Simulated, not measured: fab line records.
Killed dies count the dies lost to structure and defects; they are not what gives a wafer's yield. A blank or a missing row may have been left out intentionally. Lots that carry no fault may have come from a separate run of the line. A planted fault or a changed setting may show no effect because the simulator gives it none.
Comparing a struck lot with a sound one :: flow n5_finfet :: 14 out of 1938 route steps
Sound: wafers L527.3, L527.5, L527.6. Wafers L522.1, L522.3, L522.6 were the ones struck. At the end, the cause is stated.
Order at every step that has rows: each side's tool, ch and its chambers, its first start. Under that, the readings that differ: sound wafers :: struck wafers :: difference of the means :: sigmas: that difference in standard deviations of wafers without a fault.
alike: readings with means less than 2 such deviations apart, plus words and numbers identical on both sides. not compared: withheld readings, readings lacking a value on some wafer, bounds such as >300 that could conceal the same value, and numbers that have no deviation in the record and whose values overlap.
Wherever a step has rows on one side only, a row that says differs or no value, or a row with sigmas, the two part there. Non-overlapping numbers with no deviation appear without sigmas and do not part them. A reading that every wafer of one side lacks parts them only if that side has two wafers or more.

N5_BEOL_M13_VIA_ETCH_16: etches SiOC in C4F8/O2/Ar, target depth 921.7 nm.
  sound on rie_diel-02 ch 0,2, day 16 04:20; struck on rie_diel-06 ch 0,2, day 14 09:15
  alike: chamber_pressure_mTorr, drypump_motor_current_A, oes_product_au, rf_vpp_V, showerhead_plenum_p_Torr, throttle_valve_pct
N5_BEOL_M13_STRIP_63: strips in N2/H2.
  sound on plasma_asher-01 ch 0,1, day 16 04:35; struck on plasma_asher-01 ch 0,1, day 14 09:29
  alike: chamber_pressure_mTorr, drypump_motor_current_A, heater_power_w, oes_product_au, strip_time_to_endpoint_s
  not compared: rf_hours_counter_h
N5_BEOL_M13_STRIP_64: strips in N2/H2.
  sound on plasma_asher-01 ch 0,1, day 16 04:39; struck on plasma_asher-01 ch 0,1, day 14 09:33
  alike: drypump_motor_current_A, heater_power_w, oes_product_au, strip_time_to_endpoint_s
  not compared: rf_hours_counter_h
then, 2 steps without rows for these wafers: N5_BEOL_M13_STRIP_71 (strips in post etch residue remover, time 60 s); N5_BEOL_M13_SRD_72 (time 30 s, dry time 30 s).
N5_BEOL_M13_CD_MEAS_17 targets a cd of 190 nm.
  sound: cd_sem-03 at day 16 04:47; struck: cd_sem-03 at day 14 09:42
  alike: cd_nm
then, 6 steps without rows for these wafers: N5_BEOL_M13_COAT_65 (time 60 s, resist thk 350 nm); N5_BEOL_M13_COAT_66 (time 60 s, resist thk 110 nm); N5_BEOL_M13_COAT_22 (resist thk 300 nm); N5_BEOL_M13_EBR_24; N5_BEOL_M13_SOFTBAKE_23 (time 60 s); N5_BEOL_M13_EXPOSE_25 (exposes mask M13, target cd 210 nm).
N5_BEOL_M13_PEB_26: peb time 90 s.
  sound on litho_track-02 ch 0, day 16 05:07; struck on litho_track-01, day 14 09:55
  no value came back on the struck wafers for chill_plate_temp_C (C), exhaust_pa (Pa), resist_line_temp_C (C); on the sound wafers chill_plate_temp_C (C) reads 23.00 22.94 22.91
then, 1 step without rows for these wafers: N5_BEOL_M13_DEVELOP_27 (develop time 45 s).

== WHERE THEY PART ==
Within this record, at N5_BEOL_M13_PEB_26 only.

WHY: what the simulator had put in
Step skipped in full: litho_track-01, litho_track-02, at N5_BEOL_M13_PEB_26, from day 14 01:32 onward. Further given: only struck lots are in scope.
